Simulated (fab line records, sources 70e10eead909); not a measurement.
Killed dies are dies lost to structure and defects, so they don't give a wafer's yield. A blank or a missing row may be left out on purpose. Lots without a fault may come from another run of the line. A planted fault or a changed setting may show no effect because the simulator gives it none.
Chamber matching | flow nand_harc | NHARC_P_M1_DESCUM_14 on rie_diel-02: 4 sister chambers
The step chemistry O2, time 3 s. 16 wafers are shown with their chamber, then 8 later ones without.

WAFERS WITH THEIR CHAMBER
wafer  | chamber | drypump_motor_current_A (A) | oes_product_au (a.u.) | rf_vpp_V (V)
L076.1 | 3       | 5.1                         | 0.976                 | 57.9
L076.3 | 0       | 5.6                         | 0.990                 | 57.7
L076.6 | 0       | 5.6                         | 1.005                 | 57.0
L080.4 | 3       | 5.1                         | 0.978                 | 58.2
L080.5 | 2       | 6.5                         | 1.003                 | 58.3
L080.6 | 3       | 5.1                         | 0.974                 | 57.5
L086.2 | 2       | 6.5                         | 1.013                 | 58.1
L086.3 | 3       | 5.1                         | 0.980                 | 57.8
L086.5 | 2       | 6.5                         | 1.010                 | 58.4
L087.4 | 2       | 6.5                         | 1.003                 | 58.5
L087.5 | 0       | 5.7                         | 0.997                 | 56.1
L087.6 | 3       | 5.1                         | 0.984                 | 57.6
L089.1 | 0       | 5.7                         | 0.995                 | 57.5
L089.3 | 3       | 5.1                         | 0.982                 | 57.6
L089.4 | 1       | 5.2                         | 0.992                 | 57.1
L095.1 | 0       | 5.7                         | 0.990                 | 56.6

SIGNATURES (means of the wafers above)
reading                 | chamber 0 | chamber 1 | chamber 2 | chamber 3 | scatter within a chamber
drypump_motor_current_A | 5.660     | 5.200     | 6.500     | 5.100     | 0.0316
oes_product_au          | 0.99540   | 0.99200   | 1.00725   | 0.97900   | 0.005
rf_vpp_V                | 56.980    | 57.100    | 58.325    | 57.767    | 0.421
Rule: a wafer's distance from a chamber is the root of the sum, over the readings, of the square of ((its reading less the chamber's mean) divided by the reading's scatter). The wafer belongs to the nearest chamber; if the next one is less than 2 further off, it can't be placed. The scatter: the root of (the sum of the squares of (reading less its chamber's mean) over the shown wafers, divided by (wafers less chambers)).

WAFERS WITHOUT THEIR CHAMBER
wafer  | drypump_motor_current_A (A) | oes_product_au (a.u.) | rf_vpp_V (V)
L095.5 | 5.1                         | 0.983                 | 58.4
L095.6 | 6.5                         | 1.010                 | 56.7
L097.1 | 6.5                         | 0.996                 | 57.8
L097.3 | 5.1                         | 0.975                 | 58.9
L097.6 | 5.7                         | 0.965                 | 56.5
L096.1 | 5.1                         | 0.983                 | 57.6
L096.2 | 5.7                         | 0.978                 | 56.9
L096.4 | 6.4                         | 1.012                 | 56.7

WHICH CHAMBER EACH WENT THROUGH
wafer  | from the rows above | in truth
L095.5 | 3                   | 3
L095.6 | 2                   | 2
L097.1 | 2                   | 2
L097.3 | 3                   | 3
L097.6 | 0                   | 0
L096.1 | 3                   | 3
L096.2 | 0                   | 0
L096.4 | 2                   | 2
Placed correctly: 8 of 8. Can't be placed from these rows: 0. Placed wrongly: 0.
